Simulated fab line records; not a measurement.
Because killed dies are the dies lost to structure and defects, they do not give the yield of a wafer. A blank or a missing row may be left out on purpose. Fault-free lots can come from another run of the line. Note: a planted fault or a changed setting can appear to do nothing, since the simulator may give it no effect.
fab line records	flow nand_harc
record: lots: 12	wafers: 36	last_day: 33
route steps=1302 shown P_M0@263 P_M1@290 END@1302
lots untouched by any fault: they come from a run of this same line in which no faults occurred
start_h: start of the lot's first displayed wafer, in hours after the record's first day	wait_h: hours from the lot's prior step to this one	" identical to the entry in the row above	L1.1+2: several wafers, shown together as one row	- no value, or no start given	* or withheld: withheld	< > ~ a bound
route shown NAME@n: a module of which the file shows steps, and the number in the route of the first	usual: average and standard deviation across the fault-free wafers	same: alike in all rows	chamber/n: place in a boat	sites: the reading at each site	_std_site: the standard deviation of these	_edge_site: outer sites' mean less inner sites'	radius_mm: how far each site lies from the wafer's centre	mask NAME#n: copy n	behind: the most recent tool/chamber to have shaped the wafer	hold: reason for holding the lot/hours on hold/outcome of the hold	device: which transistor (n, p or np) failed to switch	end of line: at the end of the route, the tests of the same wafers	step lacking rows: just its recipe	killed: the dies lost at the first sort to structure and to defects; this is not the yield of the wafer	map: the dies of a wafer, with x for killed, . for not killed, _ for no die there
set.NAME: the setting as run; set.NAME@STEP: as run at that earlier step	model.NAME: the simulator's own value behind a step, which no gauge read
the route's steps for a sample of lots (tables are steps, rows are wafers)
services: when a tool's chamber went out of use (start_h, in hours from the record's first day, below 0 if earlier), for how many hours, and the reason
== steps ==
step: NHARC_P_M0_CD_MEAS_09
recipe: target_cd_nm: 90	landing_energy_ev: 500
usual: cd_nm: 90.0/0.62
lot.wafer	tool	chamber	start_h	wait_h	cd_nm
L712.2	cd_sem-01	0	145.38	-	91.1
L712.4	"	0	"	"	90.4
L712.6	"	0	"	"	90.6
L714.1	cd_sem-01	0	165.33	-	89.9
L714.2	"	0	"	"	89.3
L714.5	"	0	"	"	90.1
L715.1	cd_sem-03	0	173.33	-	90.5
L715.2	"	0	"	"	90.5
L715.5	"	0	"	"	90.6
L716.2	cd_sem-03	0	192.86	-	89.4
L716.3	"	0	"	"	90.2
L716.5	"	0	"	"	90.5
L718.1	cd_sem-03	0	198.84	-	89.7
L718.2	"	0	"	"	90.3
L718.5	"	0	"	"	89.2
L719.2	cd_sem-03	0	213.86	-	90.8
L719.4	"	0	"	"	90.4
L719.6	"	0	"	"	90.5
L720.3	cd_sem-02	0	218.16	-	90.5
L720.4	"	0	"	"	90.0
L720.5	"	0	"	"	90.9
L721.2	cd_sem-03	0	229.53	-	90.6
L721.4	"	0	"	"	89.5
L721.6	"	0	"	"	90.0
L728.1	cd_sem-03	0	299.72	-	89.0
L728.3	"	0	"	"	90.1
L728.6	"	0	"	"	90.2
L730.1	cd_sem-03	0	323.19	-	88.9
L730.2	"	0	"	"	90.8
L730.6	"	0	"	"	88.9
L732.3	cd_sem-01	0	347.81	-	89.3
L732.4	"	0	"	"	90.3
L732.5	"	0	"	"	89.2
L733.3	cd_sem-02	0	354.24	-	89.2
L733.4	"	0	"	"	89.9
L733.5	"	0	"	"	90.2
step: NHARC_P_M0_PVD_20
recipe: target_thk_a: 50	bias_v: 168.6	power_w: 15000	chamber_pressure_pa: 0.12	time_s: 8.06	substrate_temp_c: 50	material: TaN
usual: bias_v: 168.4/1.7	throttle_valve_pct: 29.6/0.52
lot.wafer	tool	chamber	start_h	wait_h	bias_v	throttle_valve_pct
L712.2	pvd_sputter-02	-	-	-	165.6	28.7
L712.4	"	-	"	"	168.0	29.9
L712.6	"	-	"	"	170.3	29.8
L714.2	pvd_sputter-02	-	-	-	167.1	29.8
L714.1	"	-	"	"	169.5	29.9
L714.5	"	-	"	"	167.6	29.5
L715.2	pvd_sputter-02	-	-	-	167.7	29.7
L715.1	"	-	"	"	168.0	28.6
L715.5	"	-	"	"	168.9	30.0
L716.2	pvd_sputter-03	-	-	-	169.8	29.0
L716.3	"	-	"	"	167.3	30.3
L716.5	"	-	"	"	168.2	29.5
L718.1	pvd_sputter-02	-	-	-	170.9	29.7
L718.2	"	-	"	"	170.9	29.9
L718.5	"	-	"	"	166.2	29.8
L719.2	pvd_sputter-02	-	-	-	168.5	29.7
L719.4	"	-	"	"	167.0	29.7
L719.6	"	-	"	"	167.6	29.7
L720.4	pvd_sputter-01	-	-	-	169.8	30.5
L720.3	"	-	"	"	169.4	29.0
L720.5	"	-	"	"	170.2	30.4
L721.2	pvd_sputter-02	-	-	-	168.5	29.7
L721.4	"	-	"	"	168.9	28.8
L721.6	"	-	"	"	166.6	29.9
L728.3	pvd_sputter-03	-	-	-	167.8	29.6
L728.1	"	-	"	"	169.2	29.3
L728.6	"	-	"	"	170.3	29.7
L730.2	pvd_sputter-02	-	-	-	166.7	29.7
L730.1	"	-	"	"	169.0	29.6
L730.6	"	-	"	"	169.9	30.0
L732.3	pvd_sputter-01	-	-	-	169.3	28.7
L732.4	"	-	"	"	169.4	29.5
L732.5	"	-	"	"	168.6	30.2
L733.3	pvd_sputter-02	-	-	-	164.9	29.8
L733.4	"	-	"	"	167.2	29.4
L733.5	"	-	"	"	167.0	29.7
step: NHARC_P_M1_SOFTBAKE_04
recipe: temp_c: 105	time_s: 55
usual: heater_power_total_W: 188.45/0.15	plate_temp_C: 104.99/0.12
lot.wafer	tool	chamber	start_h	wait_h	heater_power_total_W	plate_temp_C
L712.2	litho_track-01	0	149	-	188.25	104.84
L712.4	"	0	"	"	188.41	105.08
L712.6	"	0	"	"	188.42	104.89
L714.1	litho_track-04	0	169	-	188.71	105.06
L714.2	"	0	"	"	188.38	105.06
L714.5	"	0	"	"	188.45	105.20
L715.1	litho_track-06	0	177	-	188.69	104.92
L715.2	"	0	"	"	188.39	105.14
L715.5	"	0	"	"	188.28	104.91
L716.2	litho_track-01	0	196	-	188.74	105.04
L716.3	"	0	"	"	188.34	105.15
L716.5	"	0	"	"	188.39	105.09
L718.1	litho_track-01	0	202	-	188.63	105.15
L718.2	"	0	"	"	188.32	105.16
L718.5	"	0	"	"	188.29	104.88
L719.2	litho_track-01	0	217	-	188.23	105.20
L719.4	"	0	"	"	188.41	104.97
L719.6	"	0	"	"	188.51	105.05
L720.3	litho_track-06	0	221	-	188.39	104.94
L720.4	"	0	"	"	188.44	104.95
L720.5	"	0	"	"	188.30	105.12
L721.2	litho_track-01	0	233	-	188.31	105.09
L721.4	"	0	"	"	188.48	105.00
L721.6	"	0	"	"	188.43	105.10
L728.1	litho_track-01	0	303	-	191.22	104.85
L728.3	"	0	"	"	191.28	105.11
L728.6	"	0	"	"	191.31	104.82
L730.1	litho_track-01	0	326	-	190.84	105.06
L730.2	"	0	"	"	190.94	105.06
L730.6	"	0	"	"	190.97	105.11
L732.3	litho_track-06	0	351	-	188.76	105.12
L732.4	"	0	"	"	188.68	104.89
L732.5	"	0	"	"	188.35	104.92
L733.3	litho_track-04	0	358	-	188.51	105.09
L733.4	"	0	"	"	188.50	105.06
L733.5	"	0	"	"	188.52	105.05
step: NHARC_P_M1_ETCH_15
recipe: target_depth_a: 1825	time_s: 91.2	c4f8_flow_sccm: withheld	ar_flow_sccm: 400	rf_w: 600	bias_w: 300	chemistry: C4F8/Ar
usual: oes_product_au: 0.952/0.021	rf_vpp_V: 441.5/2.2
lot.wafer	tool	chamber	start_h	wait_h	oes_product_au	rf_hours_counter_h	rf_vpp_V
L712.4	rie_diel-08	0	-	-	0.947	7	437.6
L712.2	"	1	"	"	0.972	8	437.6
L712.6	"	3	"	"	0.956	-	442.0
L714.2	rie_diel-09	0	-	-	0.984	1	443.9
L714.1	"	1	"	"	0.978	1	443.8
L714.5	"	1	"	"	0.981	-	442.9
L715.1	rie_diel-09	0	-	-	0.946	1	443.0
L715.2	"	3	"	"	0.933	1	439.2
L715.5	"	0	"	"	0.954	-	443.3
L716.2	rie_diel-09	3	197.35	0.1	0.941	5	440.7
L716.3	"	2	"	"	0.950	-	444.1
L716.5	"	2	"	"	0.944	-	444.8
L718.1	rie_diel-08	0	-	-	0.956	0	440.2
L718.2	"	2	"	"	0.991	0	442.0
L718.5	"	1	"	"	0.984	-	439.1
L719.2	rie_diel-09	2	-	-	0.951	7	444.7
L719.6	"	0	"	"	0.971	-	442.9
L719.4	"	2	"	"	0.954	-	444.5
L720.4	rie_diel-07	3	-	-	0.958	33	436.2
L720.3	"	1	"	"	0.982	27	443.1
L720.5	"	2	"	"	0.975	-	439.4
L721.2	rie_diel-09	2	-	-	0.918	9	444.9
L721.4	"	3	"	"	0.899	7	442.0
L721.6	"	0	"	"	0.929	-	441.2
L728.3	rie_diel-08	1	-	-	0.950	6	438.0
L728.1	"	2	"	"	0.943	5	441.0
L728.6	"	2	"	"	0.944	-	440.3
L730.2	rie_diel-08	3	-	-	0.923	9	441.5
L730.1	"	0	"	"	0.912	8	439.7
L730.6	"	2	"	"	0.932	-	439.4
L732.3	rie_diel-08	1	-	-	0.969	10	437.6
L732.4	"	3	"	"	0.950	12	442.1
L732.5	"	2	"	"	0.959	-	441.5
L733.3	rie_diel-08	0	-	-	0.922	11	438.3
L733.4	"	3	"	"	0.922	-	440.4
L733.5	"	2	"	"	0.970	-	442.5
step: NHARC_END_SORT_01
recipe: temp_c: 25
usual: defect_limited_yield: 92.0/2.4	killed_at_array: 50/16	killed_at_other: 0.8/1	killed_at_periphery: 4/3.1	killed_dies: 54/16	killed_open: 3.2/2	killed_short: 2.5/1.6	sort_bin_2_pct: 2.8/1	sort_bin_3_pct: 0.6/0.35	sort_bin_4_pct: 4.6/1.4	sort_n_pass: 623/16	sort_rim_yield_pct: 90/4.3	sort_yield_pct: 92.0/2.4
same: gross_dies: 677	sort_bin_5_pct[%]: 0	sort_bin_6_pct[%]: 0	sort_bin_7_pct[%]: 0	sort_bin_8_pct[%]: 0	sort_rim_n_gross: 106.00
lot.wafer	tool	chamber	start_h	wait_h	defect_limited_yield[%]	killed_at_array	killed_at_other	killed_at_periphery	killed_dies	killed_open	killed_short	sort_bin_2_pct[%]	sort_bin_3_pct[%]	sort_bin_4_pct[%]	sort_n_pass	sort_rim_yield_pct[%]	sort_yield_pct[%]
L712.2	prober-02	0	581.50	2.8	92.6	46	1	3	50	2	6	1.6	0.6	5.2	627	98	92.6
L712.4	prober-02	0	583.08	3.4	93.4	41	0	4	45	3	2	2.2	0.7	3.7	632	97	93.4
L712.6	prober-02	0	584.67	4.0	94.7	34	1	1	36	3	1	1.8	0.6	3.0	641	98	94.7
L719.2	prober-01	0	651.69	2.8	96.5	22	0	2	24	1	1	0.6	0.1	2.8	653	95	96.5
L719.4	prober-01	0	653.29	3.4	97.5	15	0	2	17	2	2	0.9	0.1	1.5	660	96	97.5
L719.6	prober-01	0	654.88	4.0	96.5	21	1	2	24	4	1	1.2	0	2.4	653	95	96.5
killed by level:class
L712.2 A_CHANNEL_HOLE_D2:chamber_film_flake=33 A_WL_FILL:geometric_particle:short=3 A_CHANNEL_HOLE_D1:chamber_film_flake=2 A_CHANNEL_FILL_D1:chamber_film_flake=2 P_CONTACT:geometric_particle:open=1 P_M0:geometric_particle:short=1 A_ONON_D1:geometric_particle:short=1 A_SGD_CUT:geometric_particle:short=1
L712.4 A_CHANNEL_HOLE_D2:chamber_film_flake=30 A_CHANNEL_FILL_D1:chamber_film_flake=4 P_GATE:chamber_film_flake=2 P_M0:geometric_particle:open=1 A_DECK1_JOINT:geometric_particle:short=1 A_ONON_D2:geometric_particle:short=1 A_M0:geometric_particle:open=1 A_M1:geometric_particle:open=1
L712.6 A_CHANNEL_HOLE_D2:chamber_film_flake=26 A_DECK1_JOINT:chamber_film_flake=2 P_GATE:geometric_particle:open=1 A_CHANNEL_FILL_D2:geometric_particle:short=1 A_CHANNEL_FILL_D2:geometric_particle:open=1 A_BLC:geometric_particle:open=1 A_CHANNEL_HOLE_D1:chamber_film_flake=1 A_CHANNEL_FILL_D2:chamber_film_flake=1
L719.2 A_CHANNEL_HOLE_D1:chamber_film_flake=6 A_STAIRCASE:chamber_film_flake=4 A_M0:chamber_film_flake=3 A_CHANNEL_HOLE_D2:unspecified=2 A_CHANNEL_HOLE_D2:chamber_film_flake=2 A_WL_FILL:chamber_film_flake=2 A_ONON_D2:geometric_particle:open=1 A_WL_FILL:geometric_particle:short=1
L719.4 A_CHANNEL_HOLE_D1:chamber_film_flake=3 A_CONTACT:chamber_film_flake=2 A_M0:chamber_film_flake=2 A_ONON_D1:geometric_particle:open=1 A_DECK1_JOINT:geometric_particle:short=1 A_DECK1_JOINT:geometric_particle:open=1 A_SGD_CUT:geometric_particle:short=1 P_ZERO_WELL:chamber_film_flake=1
L719.6 A_M0:chamber_film_flake=6 A_CHANNEL_HOLE_D1:chamber_film_flake=4 A_BLC:geometric_particle:open=2 A_CHANNEL_HOLE_D2:unspecified=2 A_STAIRCASE:chamber_film_flake=2 A_SLIT:chamber_film_flake=2 A_CHANNEL_HOLE_D2:geometric_particle:short=1 A_M1:geometric_particle:open=1
== services ==
tool	chamber	start_h	hours	kind
rie_diel-09	-	143.10	9.0	pm
litho_track-01	-	155.00	7.0	pm
rie_diel-08	2	163.35	6.1	repair
pvd_sputter-03	-	170.00	10.0	pm
litho_track-06	-	179.00	7.0	pm
rie_diel-09	1	180.14	17.5	repair
rie_diel-09	0	183.94	16.0	repair
rie_diel-08	-	190.81	9.0	pm
litho_track-04	-	203.00	7.0	pm
rie_diel-09	3	217.30	9.9	repair
pvd_sputter-03	-	218.43	7.8	repair
pvd_sputter-01	-	226.36	10.0	pm
rie_diel-08	0	236.47	3.2	repair
rie_diel-08	2	253.28	17.2	repair
rie_diel-09	1	255.39	4.3	repair
rie_diel-09	1	266.29	18.7	repair
rie_diel-08	1	266.72	3.4	repair
pvd_sputter-02	-	282.00	10.0	pm
pvd_sputter-03	-	288.41	0.7	repair
rie_diel-09	-	320.10	9.0	pm
litho_track-01	-	330.00	7.0	pm
rie_diel-09	1	349.39	13.8	repair
litho_track-06	-	354.00	7.0	pm
rie_diel-08	1	357.87	10.6	repair
== key ==
first_sign: step: NHARC_P_M1_SOFTBAKE_04	reading: heater_power_total_W	direction: up	sigmas: 18	usual: *	struck: *
effect none on later readings
met_at NHARC_P_M1_SOFTBAKE_04
struck_lots L728,L730
not_acting_at NHARC_P_M0_CD_MEAS_09,NHARC_P_M0_PVD_20,NHARC_P_M1_ETCH_15
onset_between 233 303
fault: kind: process_parameter_drift	tool: litho_track-01	chamber: -	onset_h: 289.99	steps: NHARC_P_M1_SOFTBAKE_04	channel: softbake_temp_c	offset: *	shape: step	end_h: 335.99	acts_in: *	stated: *
